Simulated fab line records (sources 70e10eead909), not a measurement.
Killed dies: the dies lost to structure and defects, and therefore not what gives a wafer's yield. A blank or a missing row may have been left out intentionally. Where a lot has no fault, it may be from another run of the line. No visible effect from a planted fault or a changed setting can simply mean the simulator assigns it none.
Which of the tools did it? :: flow nand_harc :: 21 wafers from 7 lots sampled at 2 of the route's 1159 steps

## WHAT THE GAUGES READ, wafer by wafer
NHARC_THIN_TSV_THK_MEAS_02: measures by ir.
lot: L834
measured: day 18 20:13
on: film_metro-01
thk_nm (nm): 2997 3044 2991

lot: L836
measured: day 18 21:25
on: film_metro-02
thk_nm (nm): 2933 3066 2921

lot: L839
measured: day 21 00:53
on: film_metro-02
thk_nm (nm): 3461 2976 3007

lot: L842
measured: day 20 23:40
on: film_metro-02
thk_nm (nm): 3130 3245

lot: L847
measured: day 21 20:25
on: film_metro-02
thk_nm (nm): 2723 2823 2947

lot: L854
measured: day 23 21:10
on: film_metro-01
thk_nm (nm): 3185 2862 3386

lot: L855
measured: day 24 16:53
on: film_metro-02
thk_nm (nm): 3176 2947 3386

## WHAT TOOL EACH LOT RAN ON (gives the tool, then ch and the chambers of the sampled wafers, and finally the start)
lot: L834
NHARC_P_GATE_DEVELOP_90: litho_track-02 ch 0, day 5 15:00

lot: L836
NHARC_P_GATE_DEVELOP_90: litho_track-03 ch 0, day 5 22:00

lot: L839
NHARC_P_GATE_DEVELOP_90: litho_track-05 ch 0, day 7 05:00

lot: L842
NHARC_P_GATE_DEVELOP_90: litho_track-03 ch 0, day 7 12:00

lot: L847
NHARC_P_GATE_DEVELOP_90: litho_track-05 ch 0, day 8 14:00

lot: L854
NHARC_P_GATE_DEVELOP_90: litho_track-05 ch 0, day 10 12:00

lot: L855
NHARC_P_GATE_DEVELOP_90: litho_track-05 ch 0, day 10 20:00
- NHARC_P_GATE_DEVELOP_90: time 70 s.

## THE ANSWER, worked out from the rows above alone
Rule: what is usual is taken from the lots themselves. The widest of any qualifying gaps counts: lots, ordered by their means at a reading, are off when they make up no more than a third of the lots, leave a main group of 4 or more, and stand apart from it by 3 or more times the standard deviation of that group's means. A main group whose means are all the same, to the digits that the tables above print for the reading, isn't used. Also off: a lot with no number at a reading for which 4 or more lots have one. Any other lot the step has rows for is counted as sound.
None of the lots is off at any reading shown; this tells nothing.

## WHAT THE SIMULATOR HAD INSERTED
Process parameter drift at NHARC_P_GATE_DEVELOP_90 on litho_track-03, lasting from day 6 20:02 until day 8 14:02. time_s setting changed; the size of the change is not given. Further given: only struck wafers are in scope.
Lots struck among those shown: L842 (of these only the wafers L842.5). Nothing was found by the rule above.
